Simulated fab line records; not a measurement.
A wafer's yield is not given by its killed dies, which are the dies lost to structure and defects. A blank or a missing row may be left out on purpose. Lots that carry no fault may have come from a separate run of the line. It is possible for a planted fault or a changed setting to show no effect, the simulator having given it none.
Chamber matching -- flow nand-harc -- NHARC_P_GATE_DESCUM_48 on rie-diel-06 has 4 sister chambers
The step chemistry O2, time 3 s. 8 wafers are shown with their chamber, then 8 later ones without.

== WAFERS, EACH WITH ITS CHAMBER ==
wafer,chamber,oes-product-au (a.u.),throttle-valve-pct (%)
L600.4,0,0.989,11.315
L601.4,0,0.988,11.326
L605.2,3,0.998,11.305
L605.6,2,0.999,11.311
L607.1,1,1.001,11.313
L607.2,2,0.996,11.303
L607.4,1,0.991,11.290
L611.3,3,0.988,11.303

== WAFERS WITHOUT THEIR CHAMBER ==
wafer,oes-product-au (a.u.),throttle-valve-pct (%)
L611.5,0.988,11.311
L611.6,0.995,11.327
L622.1,0.995,11.313
L622.2,0.993,11.298
L622.6,0.983,11.304
L623.3,1.004,11.321
L623.4,1.008,11.303
L623.5,0.997,11.300

== CHAMBER TAKEN BY EACH ==
wafer,from the rows above,in truth
L611.5,can't be placed: 0 or 3 or 1 or 2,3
L611.6,can't be placed: 0 or 2 or 3 or 1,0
L622.1,can't be placed: 2 or 3 or 1 or 0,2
L622.2,can't be placed: 3 or 1 or 2 or 0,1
L622.6,can't be placed: 3 or 0 or 1 or 2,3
L623.3,can't be placed: 2 or 1 or 3 or 0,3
L623.4,can't be placed: 2 or 1 or 3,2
L623.5,can't be placed: 1 or 2 or 3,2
Correctly placed: 0 of 8. Cannot be placed on the basis of these rows: 8; the candidates contain the true chamber in 8. Wrongly placed: 0.
How it was worked out, from the rows above alone: a wafer's distance from a chamber is the root of the sum, over the readings, of the square of ((its reading less the chamber's mean) divided by the reading's scatter). The wafer belongs to the nearest chamber; if the next one is less than 2 further off, it can't be placed. For every chamber, the mean is computed from those of its wafers that are shown. The scatter: the root of (the sum of the squares of (reading less its chamber's mean) over the shown wafers, divided by (wafers less chambers)).
